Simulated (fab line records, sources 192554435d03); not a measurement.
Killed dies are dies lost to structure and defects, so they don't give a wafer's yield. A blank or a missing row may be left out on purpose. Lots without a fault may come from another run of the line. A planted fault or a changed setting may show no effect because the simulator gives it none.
Split-lot experiment | flow n5_finfet | 7 lots, 21 wafers read, on a route of 1938 steps

THE SPLIT
At N5_BEOL_M7_TRENCH_ETCH_37 (etches SiCOH lowk in C4F6/O2, target depth 93.478 nm, time 31.2 s), the setting time_s was moved away from the recipe's 31.2 s on 5 of the 21 wafers read, by -12.4% to +18.0%. The other wafers ran this setting at the recipe's value.

FROM THE SPLIT TO THE READING: what the file shows between them, 8 steps
- N5_BEOL_M7_ETCH_41: etches SiCN in CH3F/O2, target depth 31.9 nm, time 57.8 s
- N5_BEOL_M7_STRIP_80: strips in N2/H2, time 10 s
- N5_BEOL_M7_OCD_MEAS_38
- N5_BEOL_M7_HM_STRIP_39: strips TiN in peroxide tin strip, target depth 25 nm, time 158 s
- N5_BEOL_M7_SRD_40: time 30 s
- N5_BEOL_M7_ECD_50: material Cu, target thk 300 nm
- N5_BEOL_M7_ANNEAL_51: time 90 s
- N5_BEOL_M7_CMP_52: polishes, stops on SiCOH lowk, t overpolish 6.9 s, target thk 80 nm

THE READING
M7_THK, in nm, at N5_BEOL_M7_THK_MEAS_53 (measures by xrf). Fault-free wafers of this fab line usually give 79.2 nm, standard deviation 2.5 nm.

wafer  | tool, chamber at the split | time_s as run, s | against the recipe | M7_THK, nm | against lot-mates on the recipe
L075.1 | rie_diel-02, 1             | 36.83            | +18.0%             | 97.5       | +19.0
L075.2 | rie_diel-02, 0             | 31.2             | recipe             | 78.5       | -
L075.5 | rie_diel-02, 0             | 36.83            | +18.0%             | 96.2       | +17.7
L081.1 | rie_diel-06, 2             | 31.2             | recipe             | 86.6       | -
L081.2 | rie_diel-06, 0             | 31.2             | recipe             | 79.8       | -
L081.5 | rie_diel-06, 3             | 31.2             | recipe             | 79.8       | -
L084.1 | rie_diel-06, 0             | 31.2             | recipe             | 79.6       | -
L084.3 | rie_diel-06, 3             | 31.2             | recipe             | 80.2       | -
L084.6 | rie_diel-06, 0             | 31.2             | recipe             | 80.3       | -
L089.3 | rie_diel-06, 0             | 31.2             | recipe             | 78.9       | -
L089.5 | rie_diel-06, 0             | 31.2             | recipe             | 81.5       | -
L089.6 | rie_diel-06, 2             | 31.2             | recipe             | 82.7       | -
L092.3 | rie_diel-05, 1             | 31.2             | recipe             | 80.9       | -
L092.4 | rie_diel-05, 0             | 31.2             | recipe             | 78.8       | -
L092.5 | rie_diel-05, 3             | 31.2             | recipe             | 76.6       | -
L094.1 | rie_diel-05, 0             | 28.59            | -8.4%              | 72.1       | -7.0
L094.3 | rie_diel-05, 2             | 31.2             | recipe             | 79.1       | -
L094.6 | rie_diel-05, 0             | 28.59            | -8.4%              | 71.6       | -7.5
L096.1 | rie_diel-02, 1             | 31.2             | recipe             | 77.6       | -
L096.3 | rie_diel-02, 2             | 27.32            | -12.4%             | 61.0       | -17.5
L096.6 | rie_diel-02, 0             | 31.2             | recipe             | 79.4       | -

THE FIT
A straight line over all 21 wafers: M7_THK changes by +1.04 nm for each +1% of time_s; r = +0.95; the points scatter about the line by 2.5 nm.
The same after taking each lot's own level away (the mean of its wafers on the recipe; 21 wafers): +1.06 nm for each +1%; r = +0.97; scatter 2 nm.
On that fit, the largest move of time_s shifts the reading by 19 nm.
The lots' own levels span 78.50 to 82.07 nm, that is 1.4 times the standard deviation above.
So the lot-to-lot level changes the slope little: the two slopes agree.
Check: with one of the wafers moved furthest among these (+18.0%) left out of the fit, the line predicts +19 nm for it against its lot-mates. It came out at +19 nm against them.

THE WHOLE CHAIN: every reading that the file lists as answering this split, in the file's order
step                      | what it does                                                        | reading                                                                      | change (the file's fit)              | r (the file's)
N5_BEOL_M7_TRENCH_ETCH_37 | etches SiCOH lowk in C4F6/O2, target depth 93.478 nm, time 31.2 s   | BEOL_M7.feature_depth_nm (the simulator's own value, which no gauge read)    | +1.08 nm for each +1% of the setting | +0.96
N5_BEOL_M7_TRENCH_ETCH_37 | etches SiCOH lowk in C4F6/O2, target depth 93.478 nm, time 31.2 s   | etch.depth_nm (the simulator's own value, which no gauge read)               | +1.08 nm for each +1% of the setting | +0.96
N5_BEOL_M7_OCD_MEAS_38    |                                                                     | trench_depth_nm                                                              | +1.08 nm for each +1% of the setting | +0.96
N5_BEOL_M7_CMP_52         | polishes, stops on SiCOH lowk, t overpolish 6.9 s, target thk 80 nm | Cu_of_BEOL_M7_ECD_50.thk_nm (the simulator's own value, which no gauge read) | +1.1 nm for each +1% of the setting  | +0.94
N5_BEOL_M7_THK_MEAS_53    | measures by xrf                                                     | M7_THK                                                                       | +1.11 for each +1% of the setting    | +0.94

THE FILE'S OWN FIT
M7_THK changes by +1.11 nm for each +1% of time_s, r = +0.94.
